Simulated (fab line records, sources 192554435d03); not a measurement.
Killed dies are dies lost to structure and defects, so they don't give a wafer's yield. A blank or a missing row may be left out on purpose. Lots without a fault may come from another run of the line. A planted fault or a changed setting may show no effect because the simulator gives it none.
Split-lot experiment | flow n5_finfet | 7 lots, 39 wafers read, on a route of 1938 steps

THE SPLIT
At N5_MOL_CONTACT_COAG_VIA_ETCH_46 (etches SiO2 in C4F6/O2, target depth 46 nm, overetch 9.2 nm, time 40 s), the setting target_depth_a was moved away from the recipe's 460 angstrom on 15 of the 39 wafers read, by -45.6% to +57.8%. The other wafers ran this setting at the recipe's value.

The reading is taken at the split's own step.

THE READING
SOC_of_MOL_CONTACT_COAG_COAT_75.thk_nm (the simulator's own value, which no gauge read), in nm, at N5_MOL_CONTACT_COAG_VIA_ETCH_46 (etches SiO2 in C4F6/O2, target depth 46 nm, overetch 9.2 nm, time 40 s). The file gives no usual value for it. The 24 wafers here that ran the recipe average 50.6 nm, standard deviation 0.32 nm.

wafer  | tool, chamber at the split | target_depth_a as run, angstrom | against the recipe | SOC_of_MOL_CONTACT_COAG_COAT_75.thk_nm, nm | against lot-mates on the recipe
L079.1 | rie_diel-01, 2             | 616.1                           | +33.9%             | 48.8                                       | -1.9
L079.2 | rie_diel-01, 1             | 616.1                           | +33.9%             | 49.2                                       | -1.5
L079.5 | rie_diel-01, 1             | 616.1                           | +33.9%             | 49.2                                       | -1.5
L079.3 | rie_diel-01, 0,2           | 460                             | recipe             | 50.6                                       | -
L079.6 | rie_diel-01, 0,2           | 460                             | recipe             | 50.6                                       | -
L079.4 | rie_diel-01, 3             | 460                             | recipe             | 50.8                                       | -
L080.1 | rie_diel-01, 3,1           | 250.1                           | -45.6%             | 53.2                                       | +2.6
L080.6 | rie_diel-01, 3,1           | 250.1                           | -45.6%             | 53.2                                       | +2.6
L080.2 | rie_diel-01, 2             | 460                             | recipe             | 50.6                                       | -
L080.3 | rie_diel-01, 1             | 460                             | recipe             | 50.8                                       | -
L080.4 | rie_diel-01, 0             | 460                             | recipe             | 50.4                                       | -
L080.5 | rie_diel-01, 0             | 250.1                           | -45.6%             | 53                                         | +2.4
L087.1 | rie_diel-01, 3             | 460                             | recipe             | 51.2                                       | -
L087.2 | rie_diel-01, 2,0           | 460                             | recipe             | 51                                         | -
L087.4 | rie_diel-01, 2,0           | 460                             | recipe             | 51                                         | -
L087.3 | rie_diel-01, 1             | 365.3                           | -20.6%             | 52.2                                       | +1.1
L087.5 | rie_diel-01, 1             | 365.3                           | -20.6%             | 52.2                                       | +1.1
L087.6 | rie_diel-01, 2             | 365.3                           | -20.6%             | 52                                         | +0.9
L091.1 | rie_diel-05, 1             | 460                             | recipe             | 50.4                                       | -
L091.2 | rie_diel-05, 3             | 703.4                           | +52.9%             | 47.6                                       | -3.2
L091.3 | rie_diel-05, 2             | 460                             | recipe             | 51.4                                       | -
L091.4 | rie_diel-05, 0             | 460                             | recipe             | 50.6                                       | -
L091.5 | rie_diel-05, 2             | 703.4                           | +52.9%             | 48.8                                       | -2.0
L091.6 | rie_diel-05, 1             | 703.4                           | +52.9%             | 47.2                                       | -3.6
L093.2 | rie_diel-04, 1,0           | 460                             | recipe             | 50.6                                       | -
L093.4 | rie_diel-04, 1,0           | 460                             | recipe             | 50.6                                       | -
L093.6 | rie_diel-04, 1             | 460                             | recipe             | 50.4                                       | -
L094.1 | rie_diel-05, 3             | 460                             | recipe             | 50.6                                       | -
L094.2 | rie_diel-05, 1,0           | 460                             | recipe             | 50.4                                       | -
L094.6 | rie_diel-05, 1,0           | 460                             | recipe             | 50.4                                       | -
L094.3 | rie_diel-05, 0             | 725.8                           | +57.8%             | 47.4                                       | -3.1
L094.4 | rie_diel-05, 2             | 725.8                           | +57.8%             | 48.4                                       | -2.1
L094.5 | rie_diel-05, 1             | 725.8                           | +57.8%             | 47                                         | -3.5
L095.1 | rie_diel-05, 3,1,3         | 460                             | recipe             | 50.2                                       | -
L095.2 | rie_diel-05, 3,1,3         | 460                             | recipe             | 50.2                                       | -
L095.6 | rie_diel-05, 3,1,3         | 460                             | recipe             | 50.2                                       | -
L095.3 | rie_diel-05, 0             | 460                             | recipe             | 50.4                                       | -
L095.4 | rie_diel-05, 2             | 460                             | recipe             | 51                                         | -
L095.5 | rie_diel-05, 2             | 460                             | recipe             | 51                                         | -
Where a row lists several chambers, the file gives one row for several wafers and doesn't say which wafer went through which chamber.

THE FIT
A straight line over all 39 wafers: SOC_of_MOL_CONTACT_COAG_COAT_75.thk_nm changes by -0.0536 nm for each +1% of target_depth_a; r = -0.97; the points scatter about the line by 0.39 nm.
The same after taking each lot's own level away (the mean of its wafers on the recipe; 39 wafers): -0.0525 nm for each +1%; r = -0.97; scatter 0.34 nm.
On that fit, the largest move of target_depth_a shifts the reading by 3 nm.
The lots' own levels span 50.47 to 51.07 nm, that is 1.9 times the standard deviation above.
So the lot-to-lot level changes the slope little: the two slopes agree.
Check: with one of the wafers moved furthest among these (+57.8%) left out of the fit, the line predicts -3 nm for it against its lot-mates. It came out at -3.07 nm against them.

OTHER SPLITS ON THESE WAFERS
These wafers also went through other splits before the reading. Each is held against what the fit with the lots' levels taken away leaves over:
other split on the same wafers          | wafers away from the commonest value | r with SOC_of_MOL_CONTACT_COAG_COAT_75.thk_nm (lot level and that fit taken away)
N5_ZERO_LAYER_DEVELOP_10 develop_time_s | 15                                   | -0.22
N5_SD_EPI_P_ETCH_16 target_depth_a      | 9                                    | +0.28
N5_HKMG_FIN_ETCH_35 target_depth_a      | 12                                   | -0.22

THE WHOLE CHAIN: every reading that the file lists as answering this split, in the file's order
step                            | what it does                                                           | reading                                                                                 | change (the file's fit)                                                          | r (the file's)
N5_MOL_CONTACT_COAG_VIA_ETCH_46 | etches SiO2 in C4F6/O2, target depth 46 nm, overetch 9.2 nm, time 40 s | SOC_of_MOL_CONTACT_COAG_COAT_75.thk_nm (the simulator's own value, which no gauge read) | -0.0523 nm for each +1% of the setting                                           | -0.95
N5_MOL_CONTACT_COAG_ETCH_47     | etches SiNx in CH3F/O2, stops on W, target depth 27 nm                 | etch.over_etch_s (the simulator's own value, which no gauge read)                       | not straight: 0 at the lowest setting, 5.221 at the recipe, 5.231 at the highest | not given

THE FILE'S OWN FIT
SOC_of_MOL_CONTACT_COAG_COAT_75.thk_nm changes by -0.0523 nm for each +1% of target_depth_a, r = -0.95.
